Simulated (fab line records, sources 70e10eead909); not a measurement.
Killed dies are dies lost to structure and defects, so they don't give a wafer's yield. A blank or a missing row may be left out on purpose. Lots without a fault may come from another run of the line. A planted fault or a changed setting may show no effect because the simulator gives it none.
Which tool did it? | flow nand_harc | 24 lots, 72 wafers sampled, at 5 steps of a route of 1159

WHAT THE GAUGES READ, wafer by wafer
NHARC_P_BONDPAD_OVL_MEAS_38.
lot  | measured     | on         | overlay_x_nm (nm) | overlay_y_nm (nm)
L074 | day 6 17:38  | overlay-02 | -4 -3 -4          | -1 -1 -2
L075 | day 6 23:15  | overlay-02 | -1 -1 -1          | 3 3 3
L076 | day 6 23:47  | overlay-01 | -4 -4 -4          | 3 3 3
L077 | day 7 10:17  | overlay-01 | -2 -2 -2          | -1 -2 -1
L078 | day 7 11:04  | overlay-01 | -1 -1 -2          | 0 1 0
L080 | day 7 16:13  | overlay-01 | 3 3 3             | -10 -10 -10
L079 | day 7 16:41  | overlay-02 | -11 -11 -11       | 3 2 2
L081 | day 8 08:55  | overlay-01 | -1 -2 -2          | -6 -6 -6
L082 | day 8 11:55  | overlay-01 | -13 -13 -13       | -1 -1 -1
L083 | day 8 12:49  | overlay-02 | -2 -2 -2          | 1 1 1
L084 | day 9 02:56  | overlay-01 | 12 12 12          | -3 -2 -3
L085 | day 9 03:53  | overlay-02 | -1 -2 -2          | -4 -5 -5
L087 | day 9 12:57  | overlay-02 | -1 -1 -1          | -11 -11 -11
L086 | day 9 19:01  | overlay-01 | -5 -5 -5          | 0 0 0
L088 | day 10 02:46 | overlay-01 | -2 -1 -1          | 3 4 3
L089 | day 10 05:35 | overlay-01 | -9 -9 -9          | -4 -4 -4
L090 | day 10 15:01 | overlay-02 | -8 -8 -7          | -7 -7 -6
L092 | day 10 15:57 | overlay-01 | 5 5 5             | 1 1 2
L091 | day 10 16:31 | overlay-01 | -9 -9 -9          | 0 0 0
L094 | day 11 02:27 | overlay-01 | -1 0 0            | 3 3 3
L093 | day 11 03:58 | overlay-02 | -2 -1 -2          | 1 1 2
L095 | day 11 10:23 | overlay-02 | -2 -2 -2          | 3 2 3
L096 | day 11 20:05 | overlay-01 | -9 -9 -9          | 11 11 12
L097 | day 12 10:32 | overlay-01 | 0 0 0             | 4 4 4

NHARC_P_BONDPAD_CD_MEAS_13.
lot  | measured     | on        | cd_nm (nm)
L074 | day 6 18:08  | cd_sem-02 | 497.5 498.4 495.0
L075 | day 6 23:43  | cd_sem-02 | 499.5 498.1 496.9
L076 | day 7 00:14  | cd_sem-02 | 497.9 498.9 499.3
L077 | day 7 10:44  | cd_sem-03 | 496.1 497.2 499.5
L078 | day 7 11:33  | cd_sem-02 | 501.1 502.7 500.8
L080 | day 7 16:40  | cd_sem-03 | 492.9 499.9 494.5
L079 | day 7 17:08  | cd_sem-03 | 500.4 498.8 499.8
L081 | day 8 09:30  | cd_sem-03 | 501.5 496.9 498.0
L082 | day 8 12:21  | cd_sem-02 | 499.3 497.6 498.3
L083 | day 8 13:16  | cd_sem-03 | 498.2 499.4 498.8
L084 | day 9 03:22  | cd_sem-01 | 496.0 499.4 499.8
L085 | day 9 04:19  | cd_sem-01 | 498.2 499.8 498.6
L087 | day 9 13:23  | cd_sem-01 | 499.2 497.2 497.1
L086 | day 9 19:27  | cd_sem-03 | 500.9 499.1 501.7
L088 | day 10 03:13 | cd_sem-02 | 501.1 500.7 501.2
L089 | day 10 06:02 | cd_sem-01 | 500.8 503.3 499.0
L090 | day 10 15:29 | cd_sem-01 | 500.4 498.2 499.1
L092 | day 10 16:29 | cd_sem-01 | 497.5 497.9 496.8
L091 | day 10 17:03 | cd_sem-03 | 499.6 498.3 495.4
L094 | day 11 02:53 | cd_sem-02 | 497.7 497.7 497.4
L093 | day 11 04:25 | cd_sem-01 | 496.9 502.4 500.9
L095 | day 11 10:49 | cd_sem-03 | 501.0 499.4 498.9
L096 | day 11 20:31 | cd_sem-03 | 497.3 498.0 497.6
L097 | day 12 10:59 | cd_sem-01 | 500.1 499.6 498.6

NHARC_P_BONDPAD_THK_MEAS_20: measures by xrf.
lot  | measured     | on            | thk_nm (nm)
L074 | day 6 20:16  | film_metro-01 | 161.0 159.6 162.3
L075 | day 7 02:11  | film_metro-01 | 163.6 160.4 160.0
L076 | day 7 02:18  | film_metro-01 | 160.6 162.3 158.8
L077 | day 7 12:49  | film_metro-02 | 159.4 162.1 159.9
L078 | day 7 13:37  | film_metro-01 | 160.5 163.2 162.0
L080 | day 7 18:44  | film_metro-02 | 159.1 160.1 159.7
L079 | day 7 19:16  | film_metro-02 | 161.6 158.8 156.9
L081 | day 8 11:41  | film_metro-01 | 162.1 160.9 162.5
L082 | day 8 14:30  | film_metro-02 | 159.8 162.6 159.3
L083 | day 8 16:05  | film_metro-02 | 159.3 161.2 159.3
L084 | day 9 05:27  | film_metro-02 | 161.6 160.7 161.1
L085 | day 9 06:56  | film_metro-01 | 160.3 161.0 161.5
L087 | day 9 15:55  | film_metro-01 | 159.7 158.7 159.0
L086 | day 9 21:55  | film_metro-01 | 161.2 160.3 158.7
L088 | day 10 05:22 | film_metro-02 | 162.7 159.8 159.9
L089 | day 10 08:04 | film_metro-02 | 161.0 160.8 157.1
L090 | day 10 17:54 | film_metro-02 | 160.5 160.3 160.8
L092 | day 10 18:35 | film_metro-01 | 161.1 165.4 162.6
L091 | day 10 19:05 | film_metro-01 | 161.6 161.0 159.3
L094 | day 11 04:58 | film_metro-01 | 160.2 161.0 163.5
L093 | day 11 06:28 | film_metro-01 | 159.7 160.8 159.9
L095 | day 11 12:51 | film_metro-02 | 159.7 163.0 162.3
L096 | day 11 22:34 | film_metro-01 | 161.2 160.6 158.2
L097 | day 12 13:01 | film_metro-02 | 159.9 157.9 162.4

WHICH TOOL RAN EACH LOT (tool, then ch and the chambers of the sampled wafers, then the start)
lot  | NHARC_P_M1_PRE_CLEAN_32         | NHARC_P_M2_ETCH_35
L074 | pecvd-04 ch 0,1, day 6 11:37    | rie_diel-05 ch 0,1,2, day 6 13:13
L075 | pecvd-01 ch 1,2, day 6 17:31    | rie_diel-04 ch 0,1,2, day 6 18:58
L076 | pecvd-04 ch 1,2, day 6 17:56    | rie_diel-04 ch 0,1,2, day 6 19:32
L077 | pecvd-03 ch 0,2, day 7 04:29    | rie_diel-04 ch 0,3, day 7 05:55
L078 | pecvd-01 ch 0,1,2, day 7 04:59  | rie_diel-04 ch 0,2,3, day 7 06:35
L080 | pecvd-03 ch 0,1,2, day 7 10:14  | rie_diel-07 ch 0,1,3, day 7 11:49
L079 | pecvd-01 ch 0,1, day 7 10:26    | rie_diel-04 ch 0,1,3, day 7 12:03
L081 | pecvd-01 ch 0,2, day 8 03:07    | rie_diel-04 ch 1,2,3, day 8 04:34
L082 | pecvd-03 ch 1,2, day 8 06:01    | rie_diel-04 ch 1,3, day 8 07:30
L083 | pecvd-03 ch 0,1,2, day 8 07:01  | rie_diel-04 ch 1,2,3, day 8 08:31
L084 | pecvd-01 ch 1,2, day 8 20:55    | rie_diel-04 ch 0,1,2, day 8 22:36
L085 | pecvd-04 ch 0,1,2, day 8 22:01  | rie_diel-04 ch 0,1,3, day 8 23:36
L087 | pecvd-01 ch 0,2, day 9 06:52    | rie_diel-04 ch 0,1,2, day 9 08:26
L086 | pecvd-01 ch 0,1,2, day 9 13:08  | rie_diel-04 ch 0,1,2, day 9 14:37
L088 | pecvd-04 ch 0,1, day 9 20:58    | rie_diel-04 ch 0,2,3, day 9 22:26
L089 | pecvd-04 ch 0,1,2, day 9 23:35  | rie_diel-04 ch 1,2, day 10 01:12
L090 | pecvd-01 ch 1,2, day 10 08:43   | rie_diel-04 ch 0,1, day 10 10:37
L092 | pecvd-04 ch 0,1,2, day 10 09:45 | rie_diel-04 ch 0,1,3, day 10 11:21
L091 | pecvd-03 ch 1,2, day 10 10:32   | rie_diel-04 ch 0,1,3, day 10 12:07
L094 | pecvd-01 ch 1,2, day 10 20:28   | rie_diel-04 ch 1,2,3, day 10 22:13
L093 | pecvd-04 ch 0,1,2, day 10 21:56 | rie_diel-04 ch 1,2,3, day 10 23:36
L095 | pecvd-03 ch 0,1,2, day 11 04:40 | rie_diel-04 ch 1,2,3, day 11 06:09
L096 | pecvd-04 ch 0,1,2, day 11 14:15 | rie_diel-04 ch 0,1,3, day 11 15:50
L097 | pecvd-04 ch 0,1,2, day 12 04:35 | rie_diel-05 ch 0,1,2, day 12 06:17
- NHARC_P_M1_PRE_CLEAN_32: time 12 s.
- NHARC_P_M2_ETCH_35: etches the open film in N2/H2, target depth 40 nm, overetch 12 nm, time 43.94 s.

WHAT THE TOOLS THEMSELVES READ (means of the sampled wafers that have a number; where no wafer has one, the mark that the record gives instead)
NHARC_P_M1_PRE_CLEAN_32.
lot  | tool     | heater_power_w (W)
L074 | pecvd-04 | 605
L075 | pecvd-01 | 641
L076 | pecvd-04 | 753
L077 | pecvd-03 | 557
L078 | pecvd-01 | 649
L080 | pecvd-03 | 623
L079 | pecvd-01 | 563
L081 | pecvd-01 | 665
L082 | pecvd-03 | 565
L083 | pecvd-03 | 599
L084 | pecvd-01 | 620
L085 | pecvd-04 | 668
L087 | pecvd-01 | 606
L086 | pecvd-01 | 578
L088 | pecvd-04 | 681
L089 | pecvd-04 | 665
L090 | pecvd-01 | 696
L092 | pecvd-04 | 668
L091 | pecvd-03 | 572
L094 | pecvd-01 | 609
L093 | pecvd-04 | 700
L095 | pecvd-03 | 596
L096 | pecvd-04 | 744
L097 | pecvd-04 | 715

NHARC_P_M2_ETCH_35.
lot  | tool        | bias_w (W) | chamber_pressure_mTorr (mTorr) | drypump_motor_current_A (A) | h2_flow_sccm (sccm) | oes_product_au (a.u.) | rf_vpp_V (V) | showerhead_plenum_p_Torr (Torr) | throttle_valve_pct (%)
L074 | rie_diel-05 | 149.8      | 29.995                         | 5.6                         | 150.0               | 1.009                 | 431          | 2.06                            | 14.175
L075 | rie_diel-04 | 150.7      | 30.018                         | 5.6                         | 150.1               | 0.994                 | 428          | 1.97                            | 14.175
L076 | rie_diel-04 | 150.0      | 30.008                         | 5.6                         | 149.8               | 0.993                 | 429          | 1.96                            | 14.174
L077 | rie_diel-04 | 150.2      | 29.986                         | 5.6                         | 149.8               | 0.989                 | 430          | 2.00                            | 14.174
L078 | rie_diel-04 | 149.9      | 29.990                         | 5.8                         | 150.0               | 0.991                 | 430          | 2.00                            | 14.175
L080 | rie_diel-07 | 150.1      | 29.990                         | 5.7                         | 149.7               | 0.992                 | 432          | 2.11                            | 14.181
L079 | rie_diel-04 | 149.8      | 30.008                         | 5.7                         | 150.0               | 0.994                 | 431          | 2.06                            | 14.175
L081 | rie_diel-04 | 149.9      | 30.006                         | 6.0                         | 150.0               | 0.995                 | 431          | 2.06                            | 14.172
L082 | rie_diel-04 | 150.1      | 30.019                         | 6.1                         | 149.4               | 0.993                 | 434          | 2.16                            | 14.173
L083 | rie_diel-04 | 150.0      | 29.979                         | 6.0                         | 149.4               | 0.994                 | 431          | 2.06                            | 14.172
L084 | rie_diel-04 | 149.7      | 30.024                         | 5.6                         | 150.4               | 0.990                 | 428          | 1.96                            | 14.166
L085 | rie_diel-04 | 150.1      | 29.985                         | 5.7                         | 150.0               | 0.990                 | 431          | 2.06                            | 14.176
L087 | rie_diel-04 | 149.7      | 29.990                         | 5.6                         | 149.9               | 0.995                 | 429          | 1.96                            | 14.178
L086 | rie_diel-04 | 149.8      | 29.983                         | 5.6                         | 149.7               | 0.989                 | 429          | 1.96                            | 14.175
L088 | rie_diel-04 | 149.6      | 29.997                         | 5.8                         | 150.0               | 0.992                 | 429          | 2.00                            | 14.177
L089 | rie_diel-04 | 150.3      | 29.970                         | 5.8                         | 150.5               | 0.988                 | 430          | 2.02                            | 14.166
L090 | rie_diel-04 | 149.8      | 30.006                         | 5.6                         | 150.2               | 0.996                 | 430          | 2.02                            | 14.170
L092 | rie_diel-04 | 150.1      | 29.999                         | 5.8                         | 149.9               | 0.992                 | 431          | 2.06                            | 14.178
L091 | rie_diel-04 | 149.8      | 29.972                         | 5.7                         | 150.1               | 0.989                 | 430          | 2.06                            | 14.170
L094 | rie_diel-04 | 150.1      | 30.008                         | 6.0                         | 150.0               | 0.998                 | 431          | 2.06                            | 14.172
L093 | rie_diel-04 | 150.1      | 29.984                         | 6.0                         | 149.9               | 0.983                 | 431          | 2.06                            | 14.174
L095 | rie_diel-04 | 150.2      | 29.991                         | 6.0                         | 150.3               | 0.999                 | 430          | 2.06                            | 14.170
L096 | rie_diel-04 | 149.9      | 29.975                         | 5.7                         | 150.1               | 0.991                 | 432          | 2.06                            | 14.176
L097 | rie_diel-05 | 149.9      | 30.011                         | 5.6                         | 150.3               | 0.991                 | 431          | 2.04                            | 14.175

THE ANSWER, worked out from the rows above alone
Rule: what is usual is taken from the lots themselves. Put in order of their means at a reading, lots are off if they are a third of the lots or fewer, leave a main group of 4 or more, and stand apart from it by a gap of 3 or more times the standard deviation of the main group's means; of several such gaps the widest counts. A main group whose means are all the same, to the digits that the tables above print for the reading, isn't used. A lot without any number at a reading at which 4 lots or more have one is off too. The other lots that the step has rows for count as sound. The gauges are gone through in route order, then the tools' own readings, and for those a lot's mean is taken as printed above. The first step at which some lot is off is used, and at that step the reading that is off furthest; a lot without a number counts as furthest.
No lot is off at any reading shown: from this, nothing can be told.

WHAT THE SIMULATOR HAD PUT IN
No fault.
